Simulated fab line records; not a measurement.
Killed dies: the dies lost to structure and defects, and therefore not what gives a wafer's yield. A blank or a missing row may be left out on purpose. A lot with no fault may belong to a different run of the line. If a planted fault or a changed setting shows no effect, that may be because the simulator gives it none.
A struck lot beside a sound one -- flow nand harc -- 15 out of 1302 route steps
Sound: the wafers L232.1, L232.2, L232.5. The struck wafers were L228.3, L228.4, L228.5. Last of all comes the cause.
At each step with rows: each side's tool, then ch and its chambers, then its first start. Under that, the readings that differ: sound wafers -- struck wafers -- difference of the means -- sigmas: that difference in standard deviations of wafers without a fault.
alike: a reading whose means differ by less than 2 such deviations, as well as words and numbers matching on both sides. not compared: withheld readings; readings where some wafer has no value; bounds like >300 that might hide an equal value; numbers whose values overlap and for which the record gives no deviation.
A row with sigmas, a row that says differs or no value, or rows on one side alone: a step with any of these is where the two part. Numbers that have no deviation but don't overlap get no sigmas and don't part them. A reading that every wafer of one side lacks parts them only if that side has two wafers or more.

first, 4 steps without rows for these wafers: NHARC_A_BONDPAD_EBR_05; NHARC_A_BONDPAD_EXPOSE_06 (exposes mask A BPAD); NHARC_A_BONDPAD_PEB_07 (peb time 80 s); NHARC_A_BONDPAD_DEVELOP_08 (time 50 s).
NHARC_A_BONDPAD_CD_MEAS_09: the cd target is 500 nm.
  sound on cd sem-02 ch 0, day 28 03:24; struck on cd sem-03 ch 0, day 26 03:42
  alike: cd nm
NHARC_A_BONDPAD_OVL_MEAS_35:
  sound on overlay-02, day 28 03:29; struck on overlay-02, day 26 03:47
  alike: overlay x nm, overlay y nm
then, 1 step without rows for these wafers: NHARC_A_BONDPAD_HARDBAKE_10 (time 65 s).
NHARC_A_BONDPAD_DESCUM_11: chemistry O2, time 3 s.
  sound on rie diel-02 ch 0,3, day 28 03:37; struck on rie diel-07 ch 1,2,3, day 26 03:56
  alike: drypump motor current A, oes product au, rf vpp V, showerhead plenum p Torr, throttle valve pct
  not compared: rf hours counter h
NHARC_A_BONDPAD_ETCH_34: etches the open film in N2/H2, target depth 60 nm, overetch 18 nm, time 65.91 s.
  sound on rie diel-02 ch 0,1,3, day 28 03:42; struck on rie diel-07 ch 1,2,3, day 26 04:01
  alike: bias w, chamber pressure mTorr, drypump motor current A, h2 flow sccm, oes product au, rf vpp V, showerhead plenum p Torr, throttle valve pct
  not compared: rf hours counter h
NHARC_A_BONDPAD_ETCH_12: etches the open film in CHF3/O2, target depth 220 nm, time 110 s.
  sound: rie diel-02 ch 0,1,3; struck: rie diel-07 ch 2,3
  alike: bias w, chamber pressure mTorr, drypump motor current A, oes product au, rf vpp V, showerhead plenum p Torr, throttle valve pct
  not compared: rf hours counter h
NHARC_A_BONDPAD_CD_MEAS_13:
  sound on cd sem-01, day 28 03:56; struck on cd sem-01, day 26 04:16
  alike: cd nm
NHARC_A_BONDPAD_STRIP_15: strips in O2.
  sound on rie diel-02 ch 1,2, day 28 04:02; struck on rie diel-07 ch 1,2, day 26 04:22
  alike: drypump motor current A, oes product au, rf vpp V, showerhead plenum p Torr, throttle valve pct
  not compared: rf hours counter h
NHARC_A_BONDPAD_ETCH_24: etches the open film in CF4/N2, target depth 30 nm, time 72.99 s.
  sound on rie diel-02 ch 1,2,3, day 28 04:12; struck on rie diel-07 ch 1,2, day 26 04:31
  no value came back on the struck wafers for any of 8 readings (bias w (W), cf4 flow sccm (sccm) and others); on the sound wafers bias w (W) reads 100.44 99.69 100.03
  not compared: rf hours counter h
then, 1 step without rows for these wafers: NHARC_A_BONDPAD_STRIP_16 (strips in post etch residue remover, time 600 s).
NHARC_END_SORT_01:
  sound on prober-02 ch 0, day 29 13:16; struck on prober-01 ch 0, day 27 17:11
reading,sound,struck,difference,sigmas
defect limited yield (%),92.2 91.3 93.2,0 0 0,-92,-34
killed at array,50 55 45,671 666 669,+619,+34
killed at periphery,2 3 1,6 11 8,+6,+2
killed dies,53 59 46,677 677 677,+624,+35
sort_bin_2_pct (%),2.7 3.5 2.2,92.5 92.5 92.8,+89.8,+75
sort n pass,624 618 631,0 0 0,-624,-35
sort rim yield pct (%),87 84 88,0 0 0,-86,-19
sort yield pct (%),92.2 91.3 93.2,0 0 0,-92,-34
  alike: killed at other, killed open, killed short, sort_bin_3_pct, sort_bin_4_pct

## WHERE THEY PART
At NHARC_A_BONDPAD_ETCH_24 first; at NHARC_END_SORT_01 last (within this record only).

WHY: whatever the simulator had introduced
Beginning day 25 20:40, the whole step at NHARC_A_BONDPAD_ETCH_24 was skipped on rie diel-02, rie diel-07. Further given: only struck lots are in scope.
